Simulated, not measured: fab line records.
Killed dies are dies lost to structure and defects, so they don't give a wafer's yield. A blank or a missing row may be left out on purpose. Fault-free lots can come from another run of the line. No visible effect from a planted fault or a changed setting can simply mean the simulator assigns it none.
Chamber matching / flow nand_harc / cmp-04 running NHARC_P_M1_CMP_23: 4 sister chambers
The step polishes, t overpolish 20 s, target thk 157.82 nm. 18 wafers are shown with their chamber, then 9 later ones without.

## WAFERS WITH THEIR CHAMBER
wafer=L075.1; chamber=0; motor_current_A (A)=10.6; time_to_endpoint_s (s)=28.4
wafer=L075.3; chamber=1; motor_current_A (A)=12.6; time_to_endpoint_s (s)=28.2
wafer=L075.6; chamber=2; motor_current_A (A)=13.0; time_to_endpoint_s (s)=27.6
wafer=L076.2; chamber=1; motor_current_A (A)=12.5; time_to_endpoint_s (s)=28.6
wafer=L076.3; chamber=0; motor_current_A (A)=10.9; time_to_endpoint_s (s)=29.5
wafer=L076.4; chamber=3; motor_current_A (A)=14.0; time_to_endpoint_s (s)=29.0
wafer=L077.1; chamber=0; motor_current_A (A)=11.4; time_to_endpoint_s (s)=27.0
wafer=L077.5; chamber=3; motor_current_A (A)=14.3; time_to_endpoint_s (s)=25.7
wafer=L077.6; chamber=0; motor_current_A (A)=11.3; time_to_endpoint_s (s)=25.7
wafer=L078.4; chamber=1; motor_current_A (A)=12.4; time_to_endpoint_s (s)=31.0
wafer=L078.5; chamber=3; motor_current_A (A)=14.3; time_to_endpoint_s (s)=28.3
wafer=L078.6; chamber=0; motor_current_A (A)=11.2; time_to_endpoint_s (s)=30.0
wafer=L086.1; chamber=3; motor_current_A (A)=13.6; time_to_endpoint_s (s)=25.0
wafer=L086.2; chamber=2; motor_current_A (A)=12.3; time_to_endpoint_s (s)=25.0
wafer=L086.3; chamber=0; motor_current_A (A)=11.4; time_to_endpoint_s (s)=28.1
wafer=L087.4; chamber=0; motor_current_A (A)=11.0; time_to_endpoint_s (s)=23.7
wafer=L087.5; chamber=3; motor_current_A (A)=14.9; time_to_endpoint_s (s)=22.8
wafer=L087.6; chamber=2; motor_current_A (A)=12.1; time_to_endpoint_s (s)=27.4

SIGNATURES (averages over the wafers above)
reading=motor_current_A; chamber 0=11.114; chamber 1=12.500; chamber 2=12.467; chamber 3=14.220; scatter within a chamber=0.369
reading=time_to_endpoint_s; chamber 0=27.486; chamber 1=29.267; chamber 2=26.667; chamber 3=26.160; scatter within a chamber=2.13
Rule: for each reading, subtract the chamber's mean from the wafer's reading, divide by that reading's scatter and square the result; add these up over the readings and take the root, which gives the wafer's distance from the chamber. The wafer belongs to the nearest chamber; if the next one is less than 2 further off, it can't be placed. The scatter is the square root of a quotient: the sum, over the shown wafers, of each reading's squared deviation from its chamber's mean, divided by wafers minus chambers.

## WAFERS WITHOUT THEIR CHAMBER
wafer=L088.1; motor_current_A (A)=14.2; time_to_endpoint_s (s)=22.9
wafer=L088.3; motor_current_A (A)=11.1; time_to_endpoint_s (s)=23.6
wafer=L088.4; motor_current_A (A)=12.7; time_to_endpoint_s (s)=25.8
wafer=L092.1; motor_current_A (A)=11.0; time_to_endpoint_s (s)=27.8
wafer=L092.2; motor_current_A (A)=12.4; time_to_endpoint_s (s)=29.1
wafer=L092.4; motor_current_A (A)=14.4; time_to_endpoint_s (s)=28.8
wafer=L095.1; motor_current_A (A)=12.6; time_to_endpoint_s (s)=28.0
wafer=L095.2; motor_current_A (A)=15.2; time_to_endpoint_s (s)=23.9
wafer=L095.5; motor_current_A (A)=12.5; time_to_endpoint_s (s)=29.9

## THE CHAMBER EACH PASSED THROUGH
wafer=L088.1; from the rows above=3; in truth=3
wafer=L088.3; from the rows above=0; in truth=0
wafer=L088.4; from the rows above=can't be placed: 2 or 1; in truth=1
wafer=L092.1; from the rows above=0; in truth=0
wafer=L092.2; from the rows above=can't be placed: 1 or 2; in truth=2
wafer=L092.4; from the rows above=3; in truth=3
wafer=L095.1; from the rows above=can't be placed: 1 or 2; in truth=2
wafer=L095.2; from the rows above=3; in truth=3
wafer=L095.5; from the rows above=can't be placed: 1 or 2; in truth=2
Correctly placed: 5 of 9. These rows do not allow placing 4 (true chamber among the candidates in 4). Number placed wrongly: 0.
